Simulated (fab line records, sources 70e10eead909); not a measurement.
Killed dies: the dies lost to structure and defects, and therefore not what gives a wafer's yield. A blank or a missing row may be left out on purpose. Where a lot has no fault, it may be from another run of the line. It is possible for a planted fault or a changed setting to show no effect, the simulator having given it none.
fab line records | flow nand_harc | part 2 of 2: steps 27 to 38 of 38
[record] lots = 5 wafers = 15 last_day = 33
route steps=1302 shown P_GATE@215 P_CONTACT@217 P_M0@253
lots with no fault: from the same line, run without faults
start_h: the number of hours between the record's first day and the start of the first shown wafer of the lot | wait_h: time in hours since the lot's previous step | " repeats the value in the row above | L1.1+2: several wafers, shown together as one row | - either no value or no given start | * or withheld: withheld | < > ~ a bound
route shown NAME@n: names a module that has steps shown in the file, with the first one's number in the route | usual: mean/standard deviation taken from wafers without a fault | same: alike in all rows | chamber/n: place in a boat | sites: each site's reading | _std_site: the values' standard deviation | _edge_site: outer sites' mean less inner sites' | radius_mm: for every site, how far away it sits from the centre of the wafer | mask NAME#n: copy n | behind: the last tool/chamber to shape the wafer | hold: cause of the lot's hold/its duration in hours/its outcome | device: the transistor (n, p or np) that didn't switch | end of line: the route-end tests of the same wafers | step lacking rows: just its recipe | killed: dies lost to structure and defects at the first sort, not the wafer's yield | map: dies across one wafer; x = killed, . = not, _ = none there
set.NAME: the setting the step ran with; set.NAME@STEP: the setting that earlier step ran with | model.NAME: the simulator's own value behind a step, which no gauge read
a table for each step, a row for each wafer; lots at some steps of the route
services: the hour from which a tool's chamber was out of use, counted from the record's first day as start_h (under 0 if before that day), plus the number of hours and why
[[steps]]
[step NHARC_P_CONTACT_STRIP_28]
[recipe] o2_flow_sccm = 500 ar_flow_sccm = 0 bias_w = 0 chemistry = O2
[usual] drypump_motor_current_A = 5.6/0.45 oes_product_au = 1.000/0.0073 rf_vpp_V = 57.8/0.89 showerhead_plenum_p_Torr = 3.53/0.13 throttle_valve_pct = 17.035/0.0093
// columns lot.wafer tool chamber start_h wait_h drypump_motor_current_A oes_product_au rf_hours_counter_h rf_vpp_V showerhead_plenum_p_Torr throttle_valve_pct
L074.4 rie_diel-05 2 116.65 0.1 6.0 1.001 0.9 58.5 3.55 17.025
L074.2 " 0 " " 5.2 1.004 0.9 57.9 3.76 17.034
L074.6 " 2 " " 5.9 0.996 - 56.9 3.55 17.043
L076.2 rie_diel-01 0 150.18 0.1 5.5 0.983 7.6 57.1 3.41 17.032
L076.3 " 2 " " 5.2 1.008 7.8 57.5 3.38 17.027
L076.6 " 0 " " 5.5 0.993 - 56.8 3.41 17.039
L082.4 rie_diel-01 3 202.81 0.1 6.5 0.997 8.4 58.1 3.49 17.050
L082.6 " 1 " " 5.8 0.998 - 57.8 3.63 17.041
L082.5 " 2 " " 5.2 0.999 - 57.8 3.38 17.021
L091.3 rie_diel-05 2 290.15 0.1 5.9 0.998 1.6 58.1 3.55 17.033
L091.5 " 3 " " 5.1 1.015 - 56.5 3.32 17.032
L091.6 " 0 " " 5.3 1.010 - 58.8 3.75 17.033
L096.4 rie_diel-01 3 336.94 0.1 6.5 0.989 4.7 58.9 3.49 17.030
L096.3 " 1 " " 5.8 1.006 7.7 57.6 3.63 17.030
L096.6 " 3 " " 6.5 0.983 - 56.9 3.49 17.030
[step NHARC_P_CONTACT_STRIP_29]
[recipe] time_s = 1200 temp_c = 72.5 chemistry = post_etch_residue_remover
// columns lot.wafer tool chamber start_h wait_h
L074.6+2+4 wet_bench-07 0,1,3 116.82 -
L076.6+3+2 wet_bench-01 3,4,5 150.38 -
L082.5+6+4 wet_bench-01 4,5,1 202.96 -
L091.6+5+3 wet_bench-06 3,5,7 290.29 -
L096.4+6+3 wet_bench-01 4,7,1 337.11 -
[step NHARC_P_CONTACT_DEGAS_38]
[recipe] temp_c = 300 time_s = 60
[usual] heater_power_w = 507/34
// columns lot.wafer tool chamber start_h wait_h heater_power_w
L074.2 pvd_sputter-03 - 117.27 - 520
L074.4 " - " " 504
L074.6 " - " " 518
L076.3 pvd_sputter-02 - 150.88 - 455
L076.2 " - " " 517
L076.6 " - " " 449
L082.4 pvd_sputter-02 - 203.44 - 509
L082.6 " - " " 528
L082.5 " - " " 536
L091.3 pvd_sputter-03 - 290.76 - 520
L091.5 " - " " 521
L091.6 " - " " 528
L096.4 pvd_sputter-02 - 337.58 - 517
L096.3 " - " " 528
L096.6 " - " " 448
[step NHARC_P_CONTACT_PRE_CLEAN_39]
[recipe] time_s = 19.5 bias_v = 250 gas = Ar
// columns lot.wafer tool chamber start_h wait_h
L074.2+4+6 pvd_sputter-03 - - -
L076.3+2+6 pvd_sputter-02 - - -
L082.4+5+6 pvd_sputter-02 - - -
L091.3+6+5 pvd_sputter-03 - - -
L096.3+4+6 pvd_sputter-02 - - -
[step NHARC_P_CONTACT_PVD_32]
[recipe] target_thk_a = 50 chamber_pressure_pa = 5 power_w = 5000 substrate_temp_c = 200 time_s = 17.7 material = Ti
[usual] substrate_temp_c = 200.01/0.17 throttle_valve_pct = 30.0/1
// columns lot.wafer tool chamber start_h wait_h substrate_temp_c throttle_valve_pct
L074.4 pvd_sputter-03 - - - 200.21 29.1
L074.2 " - " " 199.82 29.7
L074.6 " - " " 199.95 29.4
L076.2 pvd_sputter-02 - - - 199.88 29.0
L076.3 " - " " 199.74 31.9
L076.6 " - " " 200.00 31.5
L082.4 pvd_sputter-02 - - - 200.05 32.2
L082.6 " - " " 199.99 31.3
L082.5 " - " " 199.87 28.7
L091.3 pvd_sputter-03 - - - 199.96 28.9
L091.6 " - " " 200.09 29.6
L091.5 " - " " 200.06 28.7
L096.4 pvd_sputter-02 - - - 200.08 31.4
L096.3 " - " " 199.92 29.9
L096.6 " - " " 200.28 29.2
[step NHARC_P_CONTACT_ALD_22]
[recipe] target_thk_a = 30 pulse_time_s = 1 ald_cycles = 150 temp_c = 450 material = TiN
[usual] heater_power_outer_w = 678/80 heater_power_w = 1050/120 precursor_pulse_height_rel = 1.000/0.019
// columns lot.wafer tool chamber start_h wait_h heater_power_outer_w heater_power_w precursor_pulse_height_rel
L074.4 ald_metal-04 3 117.53 - 612 945 0.995
L074.2 " 0 " " 503 793 0.987
L074.6 " 3 " " 633 946 0.965
L076.3 ald_metal-03 1 151.13 - 712 1234 0.991
L076.2 " 2 " " 636 949 0.986
L076.6 " 0 " " 641 1002 0.986
L082.4 ald_metal-04 0 203.70 - 537 844 1.011
L082.6 " 2 " " 747 1103 0.985
L082.5 " 3 " " 613 993 1.016
L091.3 ald_metal-04 2 291.03 - 796 1133 0.994
L091.6 " 0 " " 546 842 1.008
L091.5 " 1 " " 752 1119 0.985
L096.4 ald_metal-04 2 337.80 - 745 1073 0.999
L096.3 " 1 " " 737 1079 0.994
L096.6 " 2 " " 729 1056 1.015
[step NHARC_P_CONTACT_CVD_23]
[recipe] target_thk_a = 2000 temp_c = 300 pressure_torr = 40 wf6_flow_sccm = 40 h2_flow_sccm = 1600 ar_flow_sccm = 1560 time_s = 557 material = W
[usual] heater_power_outer_w = 297/27 heater_power_w = 537/30 throttle_valve_pct = 7.98/0.29
// columns lot.wafer tool chamber start_h wait_h heater_power_outer_w heater_power_w throttle_valve_pct
L074.2 cvd_w-02 1 - - 294 565 7.91
L074.4 " 0 " " 280 535 8.52
L074.6 " 0 " " 278 544 8.15
L076.2 cvd_w-01 0 - - 284 508 8.11
L076.3 " 0 " " 283 489 7.64
L076.6 " 0 " " 297 502 7.94
L082.4 cvd_w-02 0 - - 269 546 8.29
L082.5 " 1 " " 293 556 7.89
L082.6 " 0 " " 285 530 7.98
L091.3 cvd_w-02 0 - - 259 507 8.20
L091.6 " 0 " " 262 525 8.30
L091.5 " 1 " " 287 581 7.56
L096.3 cvd_w-01 0 - - 284 474 7.68
L096.4 " 1 " " 336 578 8.22
L096.6 " 0 " " 281 482 7.52
[step NHARC_P_CONTACT_CMP_24]
[recipe] t_overpolish_s = 30 target_thk_nm = 200
[usual] motor_current_A = 12.0/1.4 overpolish_run_s = 29.999/0.01 time_to_endpoint_s = 40.0/2.4
[same] t_overpolish_s = 30
// columns lot.wafer tool chamber start_h wait_h motor_current_A overpolish_run_s time_to_endpoint_s
L074.2 cmp-01 1 118.38 0.5 12.0 30.003 39.1
L074.4 " 3 " " 14.2 30.006 36.1
L074.6 " 1 " " 12.9 29.985 37.8
L076.3 cmp-03 2 151.98 0.3 10.7 30.008 45.1
L076.2 " 0 " " 11.5 29.993 38.9
L076.6 " 2 " " 11.3 29.992 40.8
L082.4 cmp-04 0 204.53 0.3 12.3 29.997 40.8
L082.5 " 3 " " 10.6 29.994 44.7
L082.6 " 0 " " 12.3 30.006 39.3
L091.3 cmp-01 1 291.83 0.4 12.2 30.015 39.5
L091.5 " 1 " " 12.6 30.007 39.9
L091.6 " 2 " " 15.4 30.002 40.4
L096.4 cmp-04 0 338.67 0.3 11.9 30.017 39.0
L096.3 " 2 " " 11.7 30.011 37.2
L096.6 " 3 " " 10.4 29.988 40.2
[step NHARC_P_CONTACT_SRD_26]
// columns lot.wafer tool chamber start_h wait_h
L074.2+6+4 wet_bench-01 0,2,3 118.70 0.0
L076.6+2+3 wet_bench-07 5,6,1 152.30 0.0
L082.6+5+4 wet_bench-07 4,6,0 204.82 0.0
L091.5+6+3 wet_bench-07 5,6,1 292.16 0.0
L096.6+3+4 wet_bench-06 0,1,2 338.98 0.0
[step NHARC_P_CONTACT_INSPECT_27]
[usual] raw_defect_count = 295/120
// columns lot.wafer tool chamber start_h wait_h raw_defect_count
L074.2 defect_inspect-02 - 118.80 0.1 186
L074.4 " - " " 366
L074.6 " - " " 249
L076.2 defect_inspect-02 - 152.38 0.1 392
L076.3 " - " " 337
L076.6 " - " " 209
L082.4 defect_inspect-02 - 204.91 0.1 459
L082.5 " - " " 238
L082.6 " - " " 267
L091.3 defect_inspect-02 - 292.24 0.1 152
L091.5 " - " " 232
L091.6 " - " " 151
L096.3 defect_inspect-02 - 339.05 0.1 204
L096.4 " - " " 185
L096.6 " - " " 392
[step NHARC_P_M0_DEP_00]
[recipe] target_thk_a = 1500 target_thk_nm = 150 temp_c = withheld pressure_torr = 5 flow_sccm = 200 rf_w = 600 material = SiOC
// columns lot.wafer tool chamber start_h wait_h
L074.2+6+4 pecvd-03 0,1,2 118.87 0.1
L076.3+2+6 pecvd-01 1,2,1 152.49 0.1
L082.5+4+6 pecvd-03 0,1,2 205.11 0.2
L091.3+5+6 pecvd-03 2,1,2 292.35 0.1
L096.3+6+4 pecvd-01 2,0,1 339.12 0.1
[step NHARC_P_M0_DEHYDRATE_01]
[recipe] temp_c = 150 time_s = 120
// columns lot.wafer tool chamber start_h wait_h
L074.2+4+6 litho_track-06 0 119.27 -
L076.2+3+6 litho_track-01 0 152.85 -
L082.4+5+6 litho_track-01 0 205.38 -
L091.3+5+6 litho_track-01 0 292.70 -
L096.3+4+6 litho_track-01 0 339.53 -
[[services]]
// columns tool chamber start_h hours kind
pecvd-02 0 97.94 14.6 repair
wet_bench-01 - 101.60 8.0 pm
rie_diel-02 2 104.43 18.4 repair
pvd_sputter-02 - 108.52 10.0 pm
rie_diel-01 2 119.88 3.0 repair
rie_diel-02 - 133.96 1.0 repair
rie_diel-02 2 138.95 15.7 repair
wet_bench-07 - 160.00 8.0 pm
pvd_sputter-03 - 170.00 10.0 pm
litho_track-06 - 179.00 7.0 pm
rie_diel-02 2 179.81 6.3 repair
pecvd-02 - 180.38 2.6 repair
rie_diel-02 0 187.40 1.6 repair
litho_track-04 - 203.00 7.0 pm
rie_diel-01 - 203.80 9.0 pm
rie_diel-01 3 214.29 14.6 repair
rie_diel-02 - 216.74 9.0 pm
rie_diel-01 2 224.78 8.7 repair
pecvd-02 - 227.00 13.0 pm
rie_diel-01 3 245.67 2.4 repair
pvd_sputter-03 - 246.90 2.3 repair
wet_bench-01 - 277.60 8.0 pm
rie_diel-01 - 310.72 1.1 repair
rie_diel-02 2 321.45 8.6 repair
